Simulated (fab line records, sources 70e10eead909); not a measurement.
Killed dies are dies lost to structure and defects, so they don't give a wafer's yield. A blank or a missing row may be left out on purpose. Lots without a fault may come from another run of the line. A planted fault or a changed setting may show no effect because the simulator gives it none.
Which tool did it? | flow nand_harc | 12 lots, 36 wafers sampled, at 6 steps of a route of 1302

WHAT THE GAUGES READ, wafer by wafer
NHARC_A_DECK1_JOINT_INSPECT_05.
lot  | measured     | on                | raw_defect_count
L075 | day 12 16:26 | defect_inspect-01 | 171 248 188
L077 | day 14 02:15 | defect_inspect-02 | 427 232 408
L079 | day 14 19:23 | defect_inspect-02 | 337 172 249
L081 | day 15 07:52 | defect_inspect-02 | 212 327 289
L082 | day 15 23:10 | defect_inspect-02 | 379 290 262
L085 | day 17 06:31 | defect_inspect-02 | 350 547 410
L086 | day 17 17:31 | defect_inspect-01 | 210 248 290
L089 | day 18 10:26 | defect_inspect-02 | 163 372 245
L091 | day 19 14:07 | defect_inspect-02 | 441 328 441
L093 | day 20 03:36 | defect_inspect-01 | 522 318 572
L094 | day 21 11:08 | defect_inspect-01 | 262 259 241
L097 | day 21 16:57 | defect_inspect-02 | 486 610 348

WHICH TOOL RAN EACH LOT (tool, then ch and the chambers of the sampled wafers, then the start)
lot  | NHARC_A_CHANNEL_HOLE_D1_DEP_00 | NHARC_A_CHANNEL_HOLE_D1_DEP_01  | NHARC_A_CHANNEL_HOLE_D1_ETCH_22  | NHARC_A_CHANNEL_HOLE_D1_ETCH_33  | NHARC_A_CHANNEL_FILL_D1_STRIP_29
L075 | acl_dep-01 ch 0, day 8 15:36   | pecvd-02 ch 0,1, day 8 16:56    | har_etch-02 ch 0,1, day 8 20:41  | har_etch-02 ch 0,1, day 8 23:40  | rie_diel-12 ch 0,3, day 12 16:26 or earlier
L077 | acl_dep-02 ch 0, day 9 16:40   | pecvd-02 ch 0,2, day 9 18:17    | har_etch-02 ch 0,1, day 9 21:13  | har_etch-02 ch 0,1, day 10 00:15 | rie_diel-12 ch 0,1,3, day 14 02:15 or earlier
L079 | acl_dep-01 ch 0, day 10 19:37  | pecvd-01 ch 0,1, day 10 21:35   | har_etch-01 ch 0,1, day 11 00:31 | har_etch-01 ch 0,1, day 11 03:38 | rie_diel-12 ch 0,1,3, day 14 19:23 or earlier
L081 | acl_dep-01 ch 0, day 11 09:13  | pecvd-01 ch 1,2, day 11 10:55   | har_etch-02 ch 0,1, day 11 13:58 | har_etch-02 ch 0,1, day 11 17:01 | rie_diel-12 ch 0,1, day 13 14:52
L082 | acl_dep-01 ch 0, day 12 01:19  | pecvd-04 ch 0,2, day 12 02:56   | har_etch-01 ch 0, day 12 07:52   | har_etch-01 ch 0, day 12 10:54   | rie_diel-04 ch 0,2, day 14 07:10
L085 | acl_dep-03 ch 0, day 12 23:57  | pecvd-04 ch 1,2, day 13 01:36   | har_etch-01 ch 0,1, day 13 04:37 | har_etch-01 ch 0,1, day 13 07:39 | rie_diel-04 ch 0,3, day 17 06:31 or earlier
L086 | acl_dep-02 ch 0, day 13 13:23  | pecvd-04 ch 0,2, day 13 15:17   | har_etch-01 ch 0,1, day 13 19:20 | har_etch-01 ch 0,1, day 13 22:26 | rie_diel-06 ch 0,2,3, day 17 17:31 or earlier
L089 | acl_dep-03 ch 0, day 14 11:59  | pecvd-04 ch 0,1,2, day 14 13:03 | har_etch-02 ch 0,1, day 14 16:11 | har_etch-02 ch 0,1, day 14 19:12 | rie_diel-12 ch 0,1,3, day 16 14:46
L091 | acl_dep-02 ch 0, day 15 13:02  | pecvd-02 ch 0,1,2, day 15 15:00 | har_etch-02 ch 0,1, day 15 18:01 | har_etch-02 ch 0,1, day 15 21:02 | rie_diel-06 ch 0,2,3, day 19 14:07 or earlier
L093 | acl_dep-02 ch 0, day 16 06:13  | pecvd-02 ch 1,2, day 16 08:10   | har_etch-01 ch 0,1, day 16 11:05 | har_etch-01 ch 0,1, day 16 14:13 | rie_diel-06 ch 0,2,3, day 20 03:36 or earlier
L094 | acl_dep-01 ch 0, day 17 00:27  | pecvd-04 ch 1,2, day 17 02:05   | har_etch-01 ch 0,1, day 17 14:02 | har_etch-01 ch 0,1, day 17 17:03 | rie_diel-06 ch 1,2,3, day 21 11:08 or earlier
L097 | acl_dep-01 ch 0, day 17 16:32  | pecvd-04 ch 0,2, day 17 17:55   | har_etch-01 ch 0,1, day 17 22:08 | har_etch-01 ch 0,1, day 18 01:07 | rie_diel-04 ch 0,1,3, day 21 16:57 or earlier
- NHARC_A_CHANNEL_HOLE_D1_DEP_00: deposits aC, target thk 3100 nm.
- NHARC_A_CHANNEL_HOLE_D1_DEP_01: deposits SiON, target thk 140 nm.
- NHARC_A_CHANNEL_HOLE_D1_ETCH_22: etches the open film in C4F8/O2/Ar, time 666.7 s, target depth 1600 nm.
- NHARC_A_CHANNEL_HOLE_D1_ETCH_33: etches the open film in C4F8/O2/Ar, time 90 s, target depth 400 nm.
- NHARC_A_CHANNEL_FILL_D1_STRIP_29: strips in O2, time 20 s.

THE ANSWER, worked out from the rows above alone
Rule: what is usual is taken from the lots themselves. Put in order of their means at a reading, lots are off if they are a third of the lots or fewer, leave a main group of 4 or more, and stand apart from it by a gap of 3 or more times the standard deviation of the main group's means; of several such gaps the widest counts. A main group whose means are all the same, to the digits that the tables above print for the reading, isn't used. A lot without any number at a reading at which 4 lots or more have one is off too. The other lots that the step has rows for count as sound.
No lot is off at any reading shown: from this, nothing can be told.

WHAT THE SIMULATOR HAD PUT IN
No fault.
